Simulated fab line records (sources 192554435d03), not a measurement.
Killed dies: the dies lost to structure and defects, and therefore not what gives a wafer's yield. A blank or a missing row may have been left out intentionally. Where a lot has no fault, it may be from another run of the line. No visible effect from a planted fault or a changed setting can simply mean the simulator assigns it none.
fab line records	flow n5_finfet
[record] lots = 9	wafers = 27	last_day = 18
route steps=1938 shown BEOL_M0@748 BEOL_M1@770 BEOL_M4@1111
lots that met no fault: from a run of the same line without faults
start_h: hours from the record's first day to the start of the lot's first wafer shown	wait_h: hours since the lot's step before	" repeats the value in the row above	L1.1+2: several wafers, shown together as one row	- no value, or no start given	* or withheld: withheld	< > ~ a bound
route shown NAME@n: NAME is a module with steps in the file, n the number in the route of the first one	usual: mean/standard deviation taken from wafers without a fault	same: alike in all rows	chamber/n: place in a boat	sites: readings site by site	_std_site: the values' standard deviation	_edge_site: the outer-site mean with the inner-site mean subtracted	radius_mm: how far each site lies from the wafer's centre	mask NAME#n: copy n	behind: the last tool/chamber to shape the wafer	hold: cause of the lot's hold/its duration in hours/its outcome	device: whichever transistor did not switch (one of n, p or np)	end of line: tests run on the same wafers once the route is complete	a step given without rows: its recipe and nothing more	killed: dies lost to structure and defects at the first sort, not the wafer's yield	map: the dies of a wafer, with x for killed, . for not killed, _ for no die there
set.NAME: the setting as run; set.NAME@STEP: as run at that earlier step	model.NAME: the simulator's own value behind a step, which no gauge read
a sample of lots followed through the steps of the route, with each step as a table and each wafer as a row
services: when a tool's chamber went out of use (start_h, in hours from the record's first day, below 0 if earlier), for how many hours, and the reason
[[steps]]
[step N5_BEOL_M0_DEP_125]
[recipe] material = SiCN	target_thk_a = 80	temp_c = withheld	precursor = 3MS/NH3	pressure_torr = 3	rf_w = 202	time_s = 14
[usual] rf_fwd_power_W = 199.5/0.87	showerhead_plenum_p_Torr = 3.663/0.0097	showerhead_vpp_V = 912/54	throttle_valve_pct = 9.3/0.47
lot.wafer	tool	chamber	start_h	wait_h	rf_fwd_power_W	showerhead_plenum_p_Torr	showerhead_vpp_V	throttle_valve_pct
L813.3	pecvd-02	2	140.11	0.0	200.8	3.658	938	9.3
L813.5	"	2	"	"	200.0	3.652	927	9.0
L813.6	"	0	"	"	199.6	3.673	899	9.5
L812.1	pecvd-03	1	140.22	0.0	199.7	3.666	863	9.5
L812.2	"	2	"	"	198.7	3.683	984	9.1
L812.6	"	1	"	"	200.0	3.671	862	9.7
L818.1	pecvd-03	1	167.66	0.0	199.2	3.669	877	9.4
L818.2	"	2	"	"	197.9	3.671	1000	9.6
L818.5	"	2	"	"	197.6	3.666	987	9.1
L819.2	pecvd-03	0	173.67	0.0	198.6	3.676	936	8.8
L819.5	"	0	"	"	199.2	3.669	945	8.9
L819.6	"	2	"	"	198.8	3.673	1012	9.0
L824.2	pecvd-02	1	207.76	0.0	200.0	3.661	985	9.0
L824.4	"	1	"	"	199.3	3.649	974	9.1
L824.5	"	0	"	"	198.5	3.666	868	10.0
L826.1	pecvd-01	2	217.40	0.0	197.7	3.648	879	8.7
L826.3	"	1	"	"	199.7	3.660	817	10.3
L826.4	"	2	"	"	198.1	3.641	893	8.7
L831.3	pecvd-03	0	244.02	0.0	198.1	3.683	953	8.9
L831.4	"	1	"	"	199.7	3.678	871	9.7
L831.6	"	1	"	"	199.7	3.667	854	9.5
L833.2	pecvd-02	2	253.68	0.0	199.3	3.665	939	9.0
L833.3	"	0	"	"	198.5	3.679	886	9.8
L833.5	"	0	"	"	198.7	3.674	882	9.9
L834.1	pecvd-02	2	265.87	0.0	199.6	3.660	940	9.2
L834.4	"	1	"	"	200.0	3.658	981	8.9
L834.5	"	0	"	"	199.1	3.676	871	10.1
[step N5_BEOL_M1_ETCH_64]
[recipe] chemistry = N2/H2	target = SOC	target_depth_a = 750	overetch_a = 150	mask_material = SiARC	temp_c = 40	time_s = 112.5	ion_energy_ev = 200	pressure_mtorr = 30	source_w = 840	bias_w = 150	n2_flow_sccm = 200	h2_flow_sccm = 200
[usual] bias_w = 150.0/0.44	chamber_pressure_mTorr = 29.998/0.027	drypump_motor_current_A = 5.8/0.58	n2_flow_sccm = 199.9/0.62	oes_product_au = 0.60/0.053	rf_fwd_power_W = 836.7/2.6	rf_vpp_V = 523.8/2.3	showerhead_plenum_p_Torr = 2.54/0.078	temp_c = 40.01/0.11	throttle_valve_pct = 17.8/0.32
lot.wafer	tool	chamber	start_h	wait_h	bias_w	chamber_pressure_mTorr	drypump_motor_current_A	n2_flow_sccm	oes_product_au	rf_fwd_power_W	rf_hours_counter_h	rf_vpp_V	showerhead_plenum_p_Torr	temp_c	throttle_valve_pct
L813.3	rie_diel-02	0	141.44	0.0	150.1	30.011	5.7	199.5	0.57	839.5	208	526.7	2.64	40.03	18.4
L813.5	"	3	"	"	150.6	29.963	6.6	199.6	0.70	837.3	-	521.3	2.47	39.92	17.2
L813.6	"	1	"	"	149.3	29.987	6.6	200.5	0.56	839.6	-	527.2	2.65	39.92	18.1
L812.1	rie_diel-03	1	141.48	0.0	149.6	30.000	6.3	200.3	0.55	837.5	210	526.9	2.62	39.92	17.5
L812.2	"	2	"	"	149.2	29.996	5.6	200.1	0.59	839.5	195	523.7	2.51	40.15	18.0
L812.6	"	1	"	"	150.4	30.001	6.3	200.1	0.56	834.9	-	525.7	2.62	39.83	17.5
L818.1	rie_diel-03	0	171.16	0.0	150.2	29.984	5.1	198.7	0.55	835.4	233	523.3	2.50	40.08	18.1
L818.2	"	1	"	"	148.9	30.041	6.3	199.8	0.56	838.1	221	526.5	2.62	39.98	17.5
L818.5	"	3	"	"	150.0	30.001	5.8	198.0	0.62	838.2	-	523.9	2.58	40.14	17.7
L819.2	rie_diel-03	1	176.47	0.0	150.0	30.038	6.3	200.5	0.55	836.4	223	525.7	2.62	40.17	17.6
L819.5	"	1	"	"	150.3	30.004	6.3	199.9	0.55	834.7	-	526.2	2.62	40.06	17.6
L819.6	"	2	"	"	150.3	29.980	5.6	200.6	0.59	837.0	-	522.9	2.50	39.90	18.0
L824.2	rie_diel-03	3	212.58	0.0	156.5	30.017	5.8	200.8	0.61	833.5	106	536.6	2.58	40.19	17.7
L824.4	"	0	"	"	156.5	30.004	5.1	200.2	0.55	836.4	243	535.2	2.49	39.94	18.1
L824.5	"	1	"	"	155.5	29.986	6.3	199.5	0.54	835.1	-	539.9	2.61	40.13	17.6
L826.1	rie_diel-03	3	219.73	0.0	155.5	29.953	5.8	199.8	0.61	836.3	107	537.2	2.57	40.19	17.7
L826.3	"	2	"	"	156.0	29.988	5.6	199.5	0.58	834.9	215	536.4	2.50	39.88	18.0
L826.4	"	1	"	"	156.5	29.985	6.3	200.0	0.55	836.7	235	538.6	2.61	40.10	17.6
L831.3	rie_diel-04	3	247.03	0.0	149.7	30.002	6.2	199.1	0.56	841.1	224	524.0	2.50	40.16	17.8
L831.4	"	2	"	"	149.9	29.983	5.2	200.7	0.59	836.7	168	524.6	2.53	39.87	17.5
L831.6	"	3	"	"	148.7	29.999	6.2	198.9	0.56	835.4	-	522.1	2.50	40.05	17.8
L833.2	rie_diel-04	0	255.94	0.0	150.0	29.987	5.9	199.7	0.58	837.7	154	519.2	2.35	39.94	17.9
L833.3	"	1	"	"	150.6	30.026	5.3	200.2	0.64	834.6	106	519.7	2.46	39.94	17.6
L833.5	"	2	"	"	150.5	29.971	5.2	200.3	0.59	833.2	-	522.7	2.53	39.79	17.6
L834.1	rie_diel-02	2	269.96	0.0	150.7	30.016	4.7	199.8	0.70	832.7	28	523.0	2.59	40.00	17.6
L834.4	"	1	"	"	150.0	29.976	6.6	200.5	0.54	835.7	229	526.7	2.63	40.06	18.1
L834.5	"	0	"	"	149.7	30.018	5.8	199.7	0.55	838.0	-	526.4	2.62	39.67	18.5
[step N5_BEOL_M1_HM_OPEN_17]
[recipe] chemistry = Cl2/BCl3	target_depth_a = 200	overetch_a = 60	target = TiN	mask_material = SOC	ion_energy_ev = 150	pressure_mtorr = 10	icp_w = 1000	bias_w = 126	Cl2_flow_sccm = 53.25	bcl3_flow_sccm = 21.75	Ar_flow_sccm = 25
[usual] chamber_pressure_mTorr = 10.000/0.0083	drypump_motor_current_A = 6.1/0.38	oes_product_au = 0.62/0.073	rf_fwd_power_W = 993/3.5	throttle_valve_pct = 22.12/0.26
lot.wafer	tool	chamber	start_h	wait_h	chamber_pressure_mTorr	drypump_motor_current_A	oes_product_au	rf_fwd_power_W	rf_hours_counter_h	throttle_valve_pct
L812.1	rie_metal-01	1	141.67	0.1	10.012	6.3	0.73	995	17	21.72
L812.2	"	0	"	"	9.997	6.3	0.57	989	93	22.24
L812.6	"	1	"	"	10.005	6.3	0.73	994	-	21.68
L813.3	rie_metal-03	1	141.70	0.1	9.994	6.4	0.64	993	-	22.41
L813.5	"	0	"	"	9.999	5.3	0.56	1001	-	21.91
L813.6	"	1	"	"	10.005	6.4	0.64	993	-	22.41
L818.1	rie_metal-03	0	171.32	0.0	9.987	5.3	0.55	998	108	21.93
L818.2	"	1	"	"	9.978	6.4	0.62	993	57	22.39
L818.5	"	1	"	"	10.002	6.4	0.63	998	-	22.40
L819.2	rie_metal-01	1	176.64	0.0	10.009	6.3	0.72	999	20	21.72
L819.5	"	0	"	"	9.990	6.3	0.58	990	-	22.25
L819.6	"	1	"	"	9.998	6.3	0.72	994	-	21.72
L824.2	rie_metal-02	0	212.74	0.0	9.999	5.9	0.54	987	121	22.47
L824.4	"	1	"	"	10.002	5.9	0.72	994	-	22.16
L824.5	"	1	"	"	9.998	5.9	0.72	989	-	22.17
L826.1	rie_metal-01	1	219.90	0.0	10.003	6.3	0.71	990	24	21.73
L826.3	"	1	"	"	10.015	6.3	0.70	994	-	21.74
L826.4	"	0	"	"	9.997	6.2	0.57	986	-	22.24
L831.3	rie_metal-02	1	247.26	0.1	9.999	5.9	0.71	996	-	22.17
L831.4	"	1	"	"	9.981	5.9	0.71	990	-	22.16
L831.6	"	1	"	"	9.997	5.9	0.71	991	-	22.16
L833.2	rie_metal-01	1	256.11	0.0	10.007	6.3	0.70	989	28	21.74
L833.3	"	1	"	"	9.999	6.3	0.69	989	-	21.75
L833.5	"	1	"	"	10.000	6.3	0.68	991	-	21.74
L834.1	rie_metal-01	0	270.13	0.0	10.002	6.3	0.56	992	105	22.26
L834.4	"	0	"	"	9.989	6.2	0.57	990	-	22.24
L834.5	"	0	"	"	9.993	6.2	0.57	991	-	22.27
[step N5_BEOL_M1_CD_MEAS_18]
[recipe] pitch_nm = 36	target_cd_nm = 18
[usual] cd_nm = 18.1/0.32
lot.wafer	tool	chamber	start_h	wait_h	cd_nm
L813.3	cd_sem-02	-	141.85	0.1	18.4
L813.5	"	-	"	"	17.6
L813.6	"	-	"	"	18.1
L812.1	cd_sem-03	-	141.85	0.0	17.9
L812.2	"	-	"	"	17.8
L812.6	"	-	"	"	17.4
L818.1	cd_sem-01	-	171.50	0.0	18.2
L818.2	"	-	"	"	17.9
L818.5	"	-	"	"	17.8
L819.2	cd_sem-03	-	176.88	0.1	17.7
L819.5	"	-	"	"	17.7
L819.6	"	-	"	"	18.1
L824.2	cd_sem-02	-	212.93	0.1	17.9
L824.4	"	-	"	"	18.4
L824.5	"	-	"	"	17.6
L826.1	cd_sem-03	-	220.08	0.0	18.3
L826.3	"	-	"	"	18.7
L826.4	"	-	"	"	18.0
L831.3	cd_sem-03	-	247.47	0.1	18.0
L831.4	"	-	"	"	18.8
L831.6	"	-	"	"	18.0
L833.2	cd_sem-01	-	256.29	0.1	17.9
L833.3	"	-	"	"	18.1
L833.5	"	-	"	"	18.4
L834.1	cd_sem-02	-	270.33	0.1	18.8
L834.4	"	-	"	"	18.2
L834.5	"	-	"	"	18.3
[step N5_BEOL_M4_RC_MEAS_101]
[usual] DIBL_N = 36.5/2	DIBL_P = 36.5/2.3	IOFF_N = 0.16/0.036	IOFF_P = 0.21/0.037	ION_N = 672/12	ION_P = 459/7.1	SS_N = 71.6/0.73	SS_P = 73.4/0.76	VT_N = 250/3.3	VT_P = -250.5/2.9
lot.wafer	tool	chamber	start_h	wait_h	DIBL_N[mV/V]	DIBL_P[mV/V]	IOFF_N[nA/um]	IOFF_P[nA/um]	ION_N[uA/um]	ION_P[uA/um]	SS_N[mV/dec]	SS_P[mV/dec]	VT_N[mV]	VT_P[mV]
L813.3	prober-01	0	186.54	0.3	36.6	33.7	0.13	0.17	661	458	71.9	72.1	251	-253.6
L813.5	"	0	"	"	36.1	33.6	0.13	0.18	668	455	70.7	72.0	251	-250.0
L813.6	"	0	"	"	38.4	36.9	0.17	0.22	687	471	72.0	73.1	245	-247.1
L812.1	prober-02	0	191.31	0.0	37.5	37.7	0.16	0.22	672	459	71.8	74.5	248	-247.8
L812.2	"	0	"	"	39.7	40.1	0.20	0.25	676	464	72.6	74.9	248	-246.5
L812.6	"	0	"	"	38.2	38.4	0.17	0.23	673	461	72.1	74.8	250	-249.2
L818.1	prober-01	0	223.32	0.0	36.5	35.9	0.14	0.19	661	453	72.5	72.6	251	-252.4
L818.2	"	0	"	"	38.1	39.1	0.18	0.24	683	469	72.6	73.7	249	-247.1
L818.5	"	0	"	"	37.2	37.3	0.16	0.21	671	459	72.4	73.2	249	-249.2
L819.2	prober-01	0	227.04	0.2	36.7	35.7	0.15	0.18	670	459	70.9	73.6	249	-253.0
L819.5	"	0	"	"	34.2	33.3	0.12	0.16	660	451	70.6	72.8	252	-255.4
L819.6	"	0	"	"	36.2	34.4	0.14	0.17	665	450	70.7	73.2	250	-252.7
L824.2	prober-01	0	259.40	0.2	36.3	36.2	0.16	0.20	663	448	71.8	73.1	250	-252.3
L824.4	"	0	"	"	37.4	36.3	0.19	0.21	652	446	73.3	73.4	250	-249.7
L824.5	"	0	"	"	37.3	38.8	0.20	0.25	669	463	72.6	73.4	247	-246.2
L826.1	prober-01	0	263.28	0.0	35.6	38.7	0.16	0.20	675	459	71.5	74.3	250	-251.6
L826.3	"	0	"	"	36.9	39.1	0.17	0.21	672	456	71.8	74.2	250	-252.3
L826.4	"	0	"	"	33.8	34.8	0.12	0.15	659	451	71.3	72.7	255	-258.8
L831.3	prober-02	0	298.06	0.3	36.7	36.8	0.15	0.20	670	454	71.4	73.5	253	-255.1
L831.4	"	0	"	"	38.1	38.8	0.17	0.22	671	458	71.5	73.9	248	-251.8
L831.6	"	0	"	"	38.2	38.9	0.17	0.23	678	458	72.2	73.0	249	-251.8
L833.2	prober-01	0	309.41	0.2	38.1	41.2	0.24	0.30	691	474	72.1	73.9	243	-243.0
L833.3	"	0	"	"	37.5	39.5	0.21	0.26	684	467	71.8	74.3	248	-246.6
L833.5	"	0	"	"	37.7	39.4	0.21	0.26	661	449	72.3	74.0	247	-245.4
L834.1	prober-01	0	332.06	0.0	38.1	40.2	0.19	0.21	671	457	71.6	75.2	249	-250.8
L834.4	"	0	"	"	39.1	40.6	0.22	0.23	682	457	72.8	74.2	246	-251.5
L834.5	"	0	"	"	38.8	41.3	0.21	0.23	675	456	72.4	74.7	248	-248.9
[[services]]
tool	chamber	start_h	hours	kind
rie_metal-02	-	130.88	1.4	pm
pecvd-03	2	132.33	2.1	scheduled_down
rie_diel-03	3	133.54	12.3	repair
rie_metal-02	-	140.17	10.0	pm
rie_diel-03	2	143.43	10.1	repair
pecvd-03	0	191.30	24.5	repair
pecvd-02	-	192.70	1.1	repair
rie_metal-03	1	198.33	4.6	repair
pecvd-03	-	203.51	6.0	pm
rie_diel-04	1	209.51	16.5	repair
pecvd-01	0	214.42	5.7	repair
rie_metal-03	0	219.50	2.8	repair
pecvd-02	0	223.39	11.9	repair
pecvd-03	-	225.10	5.1	repair
rie_diel-02	0	238.33	5.8	repair
rie_diel-03	0	241.10	-	clean
rie_diel-03	0	241.10	-	consumable_replace:focus_ring
rie_diel-03	0	241.10	13.3	scheduled_down
rie_diel-03	0	241.10	13.3	vent_cycle
pecvd-02	-	246.63	2.5	repair
rie_diel-03	1	264.73	-	clean
rie_diel-03	1	264.73	-	consumable_replace:focus_ring
rie_diel-03	1	264.73	16.1	scheduled_down
rie_diel-03	1	264.73	16.1	vent_cycle
[[key]]
[first_sign] step = N5_BEOL_M1_ETCH_64	reading = bias_w	direction = up	sigmas = 14	usual = *	struck = *
[effect] step = N5_BEOL_M1_ETCH_64	reading = rf_vpp_V	direction = up	sigmas = 5.8	usual = 523.8	struck = 537.3
met_at N5_BEOL_M1_ETCH_64
struck_lots L824,L826
not_acting_at N5_BEOL_M0_DEP_125,N5_BEOL_M1_HM_OPEN_17,N5_BEOL_M1_CD_MEAS_18
onset_between 176.47 212.58
[fault] kind = process_parameter_drift	tool = rie_diel-03	chamber = -	onset_h = 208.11	steps = N5_BEOL_M1_ETCH_64	channel = bias_w	offset = *	shape = step	end_h = 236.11	acts_in = *	stated = *
